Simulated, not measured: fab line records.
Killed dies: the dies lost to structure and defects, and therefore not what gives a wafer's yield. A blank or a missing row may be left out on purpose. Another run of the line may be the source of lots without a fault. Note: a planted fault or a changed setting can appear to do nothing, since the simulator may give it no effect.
Lot-split experiment | flow n5_finfet | 7 lots, 21 wafers read, on a route of 1938 steps

## THE SPLIT
At N5_BEOL_M14_EXPOSE_07 (exposes mask V13), the setting dose_mj was moved away from the recipe's 57 on 9 of the 21 wafers read, by -5.8% to +2.4%. For the rest of the wafers, this setting stayed at what the recipe calls for.

## FROM THE SPLIT TO THE READING: what the file shows between them, 11 steps
- N5_BEOL_M14_PEB_08: peb time 90 s
- N5_BEOL_M14_DEVELOP_09: develop time 45 s
- N5_BEOL_M14_HARDBAKE_14: time 120 s
- N5_BEOL_M14_CD_MEAS_10: target cd 250 nm
- N5_BEOL_M14_DESCUM_15: chemistry O2, time 7.9 s
- N5_BEOL_M14_ETCH_59: etches BARC in N2/H2, target depth 89 nm, overetch 26.7 nm, time 67.9 s
- N5_BEOL_M14_VIA_ETCH_16: etches SiO2 in C4F8/O2/Ar, target depth 1231.3 nm
- N5_BEOL_M14_STRIP_63: strips in O2
- N5_BEOL_M14_STRIP_64: strips in O2
- N5_BEOL_M14_STRIP_71: strips in post etch residue remover, time 60 s
- N5_BEOL_M14_SRD_72: time 30 s, dry time 30 s

## THE READING
Shown in nm: cd_nm at N5_BEOL_M14_CD_MEAS_17, with target cd 250 nm. Typical for fault-free wafers on this fab line: 250.5 nm, with standard deviation 1.3 nm.

wafer  | tool, chamber at the split | dose_mj as run | against the recipe | cd_nm, nm | against lot-mates on the recipe
L074.1 | krf_scanner-01, 0          | 57             | recipe             | 250.2     | -
L074.3 | krf_scanner-01, 0          | 57             | recipe             | 248.6     | -
L074.4 | krf_scanner-01, 0          | 57             | recipe             | 250.8     | -
L077.1 | krf_scanner-01, 0          | 57             | recipe             | 247.2     | -
L077.4 | krf_scanner-01, 0          | 54.16          | -5.0%              | 240.3     | -6.9
L077.5 | krf_scanner-01, 0          | 54.16          | -5.0%              | 238.7     | -8.5
L079.2 | krf_scanner-01, 0          | 58.37          | +2.4%              | 254.9     | +4.8
L079.3 | krf_scanner-01, 0          | 57             | recipe             | 251.0     | -
L079.6 | krf_scanner-01, 0          | 57             | recipe             | 249.2     | -
L076.1 | krf_scanner-02, 0          | 57             | recipe             | 251.1     | -
L076.2 | krf_scanner-02, 0          | 57             | recipe             | 248.5     | -
L076.5 | krf_scanner-02, 0          | 57             | recipe             | 250.2     | -
L084.1 | krf_scanner-02, 0          | 53.72          | -5.8%              | 242.7     | no lot-mate on the recipe
L084.3 | krf_scanner-02, 0          | 53.72          | -5.8%              | 241.9     | no lot-mate on the recipe
L084.4 | krf_scanner-02, 0          | 53.72          | -5.8%              | 240.7     | no lot-mate on the recipe
L090.1 | krf_scanner-02, 0          | 57             | recipe             | 250.4     | -
L090.2 | krf_scanner-02, 0          | 58.11          | +1.9%              | 252.6     | +2.2
L090.6 | krf_scanner-02, 0          | 58.11          | +1.9%              | 254.5     | +4.1
L091.1 | krf_scanner-02, 0          | 55.66          | -2.4%              | 249.2     | -3.6
L091.3 | krf_scanner-02, 0          | 57             | recipe             | 253.2     | -
L091.6 | krf_scanner-02, 0          | 57             | recipe             | 252.3     | -

FIT RESULTS
A straight line over all 21 wafers: cd_nm changes by +1.68 nm for each +1% of dose_mj; r = +0.93; the points scatter about the line by 1.8 nm.
The same after taking each lot's own level away (the mean of its wafers on the recipe; 18 wafers): +1.6 nm for each +1%; r = +0.97; scatter 0.87 nm.
That fit puts the effect of the largest move of dose_mj on the reading at 9.2 nm.
From 247.20 to 252.75 nm: that is the span of the lots' own levels, equal to 4.3 times the standard deviation above.
So the lot-to-lot level changes the slope little: the two slopes agree.
Check: with one of the wafers moved furthest among these (-5.0%) left out of the fit, the line predicts -8.45 nm for it against its lot-mates. Against them it came out at -6.9 nm.

## FURTHER SPLITS ON THESE WAFERS
Before the reading, these wafers also passed through other splits. Each is held against what the fit with the lots' levels taken away leaves over:
other split on the same wafers | wafers away from the commonest value | r with cd_nm (lot level and that fit taken away)
N5_BEOL_M12_EXPOSE_07 dose_mj  | 3                                    | -0.03
N5_BEOL_M13_COAT_04 spin_rpm   | 6                                    | +0.15
N5_BEOL_M14_ILD_DEP_00 time_s  | 10                                   | +0.39

## THE WHOLE CHAIN: every reading that the file lists as answering this split, in the file's order
step                   | what it does     | reading | change (the file's fit)              | r (the file's)
N5_BEOL_M14_CD_MEAS_10 | target cd 250 nm | cd_nm   | +1.74 nm for each +1% of the setting | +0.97
N5_BEOL_M14_CD_MEAS_17 | target cd 250 nm | cd_nm   | +1.61 nm for each +1% of the setting | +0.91

## THE FILE'S OWN FIT
cd_nm changes by +1.61 nm for each +1% of dose_mj, r = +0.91.
